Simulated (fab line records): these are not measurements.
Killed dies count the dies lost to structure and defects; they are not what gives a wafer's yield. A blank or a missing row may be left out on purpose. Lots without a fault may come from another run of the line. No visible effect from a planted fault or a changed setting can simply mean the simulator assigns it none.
Which of the tools did it?    flow n5-finfet    72 wafers from 24 lots sampled at 2 of the route's 1938 steps

## WHAT THE GAUGES SHOWED, per wafer
N5_WELL_APT_OVL_MEAS_09.
lot   measured     on          NWELL_OVL (nm)
L074  day 1 13:43  overlay-02  3 3 2
L075  day 1 19:52  overlay-01  -5 -10 -12
L076  day 2 01:50  overlay-02  -7 -1 -9
L077  day 2 07:47  overlay-01  -1 -5 3
L078  day 2 14:10  overlay-02  0 -5 -7
L079  day 2 19:35  overlay-02  -5 -3 -5
L080  day 3 02:15  overlay-01  1 2 2
L081  day 3 07:35  overlay-01  -2 -7 -6
L082  day 3 13:35  overlay-02  2 -7 8
L083  day 3 20:23  overlay-01  1 7 0
L084  day 4 01:43  overlay-01  -4 -4 4
L085  day 4 07:48  overlay-01  -4 3 4
L086  day 4 13:54  overlay-01  -3 -1 6
L087  day 4 19:51  overlay-02  -2 1 -2
L088  day 5 02:08  overlay-01  -9 -7 -9
L089  day 5 07:50  overlay-01  -5 8 0
L090  day 5 13:43  overlay-01  -6 -7 4
L091  day 5 19:40  overlay-02  -2 -1 1
L092  day 6 01:45  overlay-01  -5 -8 -10
L093  day 6 07:44  overlay-02  2 5 -7
L094  day 6 14:04  overlay-01  -1 -9 -3
L095  day 6 19:44  overlay-01  -4 -8 -7
L096  day 7 01:43  overlay-02  -9 -4 -10
L097  day 7 08:33  overlay-01  -1 1 -5

N5_FIN_SAQP_OVL_MEAS_17.
lot   measured     on          FIN_CORE_OVL (nm)
L074  day 1 22:05  overlay-02  1.3 1.2 1.9
L075  day 2 03:47  overlay-01  0.7 1.2 0.7
L076  day 2 09:47  overlay-02  -0.2 -0.1 2.3
L077  day 2 15:54  overlay-01  0.0 -0.2 -0.1
L078  day 2 22:34  overlay-02  -0.9 1.2 0.8
L079  day 3 03:55  overlay-01  1.7 -0.5 -0.2
L080  day 3 11:07  overlay-02  -0.2 -0.4 -0.1
L081  day 3 15:41  overlay-02  -0.5 0.3 -0.2
L082  day 3 21:52  overlay-02  1.2 0.5 1.3
L083  day 4 05:03  overlay-01  0.9 1.3 -0.2
L084  day 4 09:53  overlay-01  0.1 0.3 -0.2
L085  day 4 17:07  overlay-02  0.5 0.9 0.5
L086  day 4 23:43  overlay-02  1.0 0.8 0.3
L087  day 5 04:04  overlay-01  0.2 0.1 -0.2
L088  day 5 10:39  overlay-02  -1.0 0.9 -0.8
L089  day 5 15:59  overlay-02  0.7 1.9 1.1
L090  day 5 21:53  overlay-01  -0.7 1.0 -0.5
L091  day 6 03:37  overlay-02  0.0 0.9 0.0
L092  day 6 09:44  overlay-01  -0.2 0.1 0.3
L093  day 6 17:38  overlay-01  -0.7 0.0 -1.0
L094  day 6 22:29  overlay-01  1.3 -0.3 0.3
L095  day 7 04:20  overlay-01  -0.4 0.4 -0.2
L096  day 7 10:26  overlay-01  -0.4 1.2 0.6
L097  day 7 17:24  overlay-02  0.3 -0.1 1.1

## TOOL THAT RAN EACH LOT (tool first, then ch and the chambers of the sampled wafers, then the start)
No process step before these readings appears in the record.

## WHAT THE TOOLS THEMSELVES READ (means of the sampled wafers that have a number; where no wafer has one, the mark that the record gives instead)
The record holds no such reading with a usual standard deviation.

## THE ANSWER, worked out from the rows above alone
Rule: the lots themselves supply what counts as usual. The widest of any qualifying gaps counts: lots, ordered by their means at a reading, are off when they make up no more than a third of the lots, leave a main group of 4 or more, and stand apart from it by 3 or more times the standard deviation of that group's means. A main group whose means are all the same, to the digits that the tables above print for the reading, isn't used. A lot without any number at a reading at which 4 lots or more have one is off too. Where the step has rows for the other lots, those lots are counted as sound. After the gauges, taken in route order, come the tools' own readings; for these a lot's mean is taken, as printed above. At the first step where some lot is off, the reading lying furthest off is the one used; lots without a number count as furthest.
Across all readings shown, no lot is off: no conclusion can be drawn from this.

## WHAT HAD BEEN PUT IN BY THE SIMULATOR
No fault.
